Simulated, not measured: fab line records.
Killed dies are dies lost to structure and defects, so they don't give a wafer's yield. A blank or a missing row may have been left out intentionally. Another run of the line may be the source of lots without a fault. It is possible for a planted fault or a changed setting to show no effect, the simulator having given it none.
Which of the tools did it? :: flow nandHarc :: Sampling: 13 lots, 39 wafers, 5 of 1302 route steps

== WHAT THE GAUGES READ, wafer by wafer ==
NHARC_THIN_TSV_THK_MEAS_02: measures by ir.
lot: L139
measured: day 23 21:44
on: filmMetro-02
thkNm (nm): 2860 3063 3224

lot: L140
measured: day 24 00:07
on: filmMetro-01
thkNm (nm): 2870 2868 2943

lot: L141
measured: day 24 01:19
on: filmMetro-02
thkNm (nm): 2991 3092 3192

lot: L143
measured: day 24 02:32
on: filmMetro-01
thkNm (nm): 2886 2826 2635

lot: L144
measured: day 25 03:59
on: filmMetro-02
thkNm (nm): 3241 3234 2803

lot: L142
measured: day 25 00:13
on: filmMetro-01
thkNm (nm): 2760 2542 2954

lot: L157
measured: day 29 22:07
on: filmMetro-01
thkNm (nm): 3003 3003 3050

lot: L159
measured: day 31 03:29
on: filmMetro-01
thkNm (nm): 2755 2910 3031

lot: L158
measured: day 31 15:34
on: filmMetro-02
thkNm (nm): 2392 3141 2456

lot: L160
measured: day 31 21:05
on: filmMetro-02
thkNm (nm): 3302 3182 3440

lot: L161
measured: day 31 19:55
on: filmMetro-02
thkNm (nm): 3287 2992 3301

lot: L162
measured: day 32 03:23
on: filmMetro-01
thkNm (nm): 2827 2824 2789

NHARC_END_SORT_01.
lot: L154
measured: day 29 04:18
on: prober-02
killedAtArray: 672 673 670
killedAtOther: 1 1 1
killedAtPeriphery: 4 3 6
killedDies: 677 677 677
killedOpen: 4 3 4
killedShort: 1 3 2

== EACH LOT AND THE TOOL THAT RAN IT (in order: tool; ch and the chambers of the sampled wafers; start) ==
lot: L139
NHARC_A_STAIRCASE_CVD_552: lpcvd-01 ch 0, day 16 13:56
NHARC_THIN_TSV_STRIP_62: plasmaAsher-01 ch 0,1, day 24 01:41
NHARC_THIN_TSV_DEGAS_53: pvdSputter-01, day 24 03:52

lot: L140
NHARC_A_STAIRCASE_CVD_552: lpcvd-01 ch 1, day 16 20:31
NHARC_THIN_TSV_STRIP_62: plasmaAsher-02 ch 0,1, day 24 03:44
NHARC_THIN_TSV_DEGAS_53: pvdSputter-02, day 24 05:49

lot: L141
NHARC_A_STAIRCASE_CVD_552: lpcvd-01 ch 1, day 18 00:12
NHARC_THIN_TSV_STRIP_62: plasmaAsher-02 ch 0,1, day 24 04:58
NHARC_THIN_TSV_DEGAS_53: pvdSputter-03, day 24 07:09

lot: L143
NHARC_A_STAIRCASE_CVD_552: lpcvd-01 ch 0, day 18 00:12
NHARC_THIN_TSV_STRIP_62: plasmaAsher-02 ch 0, day 24 06:20
NHARC_THIN_TSV_DEGAS_53: pvdSputter-02, day 24 08:31

lot: L144
NHARC_A_STAIRCASE_CVD_552: lpcvd-01 ch 0, day 18 19:19
NHARC_THIN_TSV_STRIP_62: plasmaAsher-01 ch 0, day 25 08:41
NHARC_THIN_TSV_DEGAS_53: pvdSputter-01, day 25 10:52

lot: L142
NHARC_A_STAIRCASE_CVD_552: lpcvd-02 ch 0, day 19 04:01
NHARC_THIN_TSV_STRIP_62: plasmaAsher-01 ch 0,1, day 25 03:54
NHARC_THIN_TSV_DEGAS_53: pvdSputter-01, day 25 06:01

lot: L154
NHARC_A_STAIRCASE_CVD_552: lpcvd-01 ch 0, day 22 08:00
NHARC_THIN_TSV_STRIP_62: -
NHARC_THIN_TSV_DEGAS_53: -

lot: L157
NHARC_A_STAIRCASE_CVD_552: lpcvd-02 ch 0, day 23 19:14
NHARC_THIN_TSV_STRIP_62: plasmaAsher-02 ch 0,1, day 30 01:43
NHARC_THIN_TSV_DEGAS_53: pvdSputter-03, day 30 03:51

lot: L159
NHARC_A_STAIRCASE_CVD_552: lpcvd-01 ch 0, day 25 04:10
NHARC_THIN_TSV_STRIP_62: plasmaAsher-02 ch 0,1, day 31 07:14
NHARC_THIN_TSV_DEGAS_53: pvdSputter-01, day 31 09:20

lot: L158
NHARC_A_STAIRCASE_CVD_552: lpcvd-01 ch 1, day 25 08:58
NHARC_THIN_TSV_STRIP_62: plasmaAsher-01 ch 0,1, day 31 19:15
NHARC_THIN_TSV_DEGAS_53: pvdSputter-03, day 31 21:23

lot: L160
NHARC_A_STAIRCASE_CVD_552: lpcvd-01 ch 0, day 25 19:12
NHARC_THIN_TSV_STRIP_62: plasmaAsher-02 ch 0, day 32 00:37
NHARC_THIN_TSV_DEGAS_53: pvdSputter-02, day 32 02:46

lot: L161
NHARC_A_STAIRCASE_CVD_552: lpcvd-01 ch 1, day 25 19:12
NHARC_THIN_TSV_STRIP_62: plasmaAsher-01 ch 0,1, day 31 23:28
NHARC_THIN_TSV_DEGAS_53: pvdSputter-03, day 32 01:37

lot: L162
NHARC_A_STAIRCASE_CVD_552: lpcvd-02 ch 1, day 26 03:14
NHARC_THIN_TSV_STRIP_62: plasmaAsher-02 ch 0,1, day 32 06:53
NHARC_THIN_TSV_DEGAS_53: pvdSputter-02, day 32 09:16
- NHARC_A_STAIRCASE_CVD_552: deposits SiNx, target thk 40 nm.
- NHARC_THIN_TSV_STRIP_62: strips in N2/H2, time 20 s.
- NHARC_THIN_TSV_DEGAS_53: time 60 s.

== AS READ BY THE TOOLS THEMSELVES (means over the sampled wafers that have a number; for cases with no such wafer, the mark the record gives instead) ==
NHARC_THIN_TSV_STRIP_62.
lot: L139
tool: plasmaAsher-01
drypumpMotorCurrentA (A): 5.3
heaterPowerW (W): 328

lot: L140
tool: plasmaAsher-02
drypumpMotorCurrentA (A): 6.2
heaterPowerW (W): 307

lot: L141
tool: plasmaAsher-02
drypumpMotorCurrentA (A): 6.2
heaterPowerW (W): 307

lot: L143
tool: plasmaAsher-02
drypumpMotorCurrentA (A): 6.2
heaterPowerW (W): 282

lot: L144
tool: plasmaAsher-01
drypumpMotorCurrentA (A): 5.6
heaterPowerW (W): 367

lot: L142
tool: plasmaAsher-01
drypumpMotorCurrentA (A): 5.3
heaterPowerW (W): 339

lot: L157
tool: plasmaAsher-02
drypumpMotorCurrentA (A): 6.2
heaterPowerW (W): 300

lot: L159
tool: plasmaAsher-02
drypumpMotorCurrentA (A): 6.2
heaterPowerW (W): 319

lot: L158
tool: plasmaAsher-01
drypumpMotorCurrentA (A): 5.3
heaterPowerW (W): 333

lot: L160
tool: plasmaAsher-02
drypumpMotorCurrentA (A): 6.2
heaterPowerW (W): 281

lot: L161
tool: plasmaAsher-01
drypumpMotorCurrentA (A): 5.3
heaterPowerW (W): 330

lot: L162
tool: plasmaAsher-02
drypumpMotorCurrentA (A): 6.2
heaterPowerW (W): 303

NHARC_THIN_TSV_DEGAS_53.
lot: L139
tool: pvdSputter-01
heaterPowerW (W): 401

lot: L140
tool: pvdSputter-02
heaterPowerW (W): 464

lot: L141
tool: pvdSputter-03
heaterPowerW (W): 438

lot: L143
tool: pvdSputter-02
heaterPowerW (W): 455

lot: L144
tool: pvdSputter-01
heaterPowerW (W): 427

lot: L142
tool: pvdSputter-01
heaterPowerW (W): 415

lot: L157
tool: pvdSputter-03
heaterPowerW (W): 441

lot: L159
tool: pvdSputter-01
heaterPowerW (W): 418

lot: L158
tool: pvdSputter-03
heaterPowerW (W): 422

lot: L160
tool: pvdSputter-02
heaterPowerW (W): 455

lot: L161
tool: pvdSputter-03
heaterPowerW (W): 445

lot: L162
tool: pvdSputter-02
heaterPowerW (W): 502

== THE ANSWER, worked out from the rows above alone ==
Rule: usual is defined by the lots themselves. The widest of any qualifying gaps counts: lots, ordered by their means at a reading, are off when they make up no more than a third of the lots, leave a main group of 4 or more, and stand apart from it by 3 or more times the standard deviation of that group's means. The tables above print the reading to a certain number of digits; a main group whose means all agree to those digits is not used. Also off: a lot with no number at a reading for which 4 or more lots have one. Where the step has rows for the other lots, those lots are counted as sound. After the gauges, taken in route order, come the tools' own readings; for these a lot's mean is taken, as printed above. At the first step where some lot is off, the reading lying furthest off is the one used; lots without a number count as furthest.
Nothing can be told from this: no lot is off at any reading shown.

== WHAT THE SIMULATOR HAD PUT IN ==
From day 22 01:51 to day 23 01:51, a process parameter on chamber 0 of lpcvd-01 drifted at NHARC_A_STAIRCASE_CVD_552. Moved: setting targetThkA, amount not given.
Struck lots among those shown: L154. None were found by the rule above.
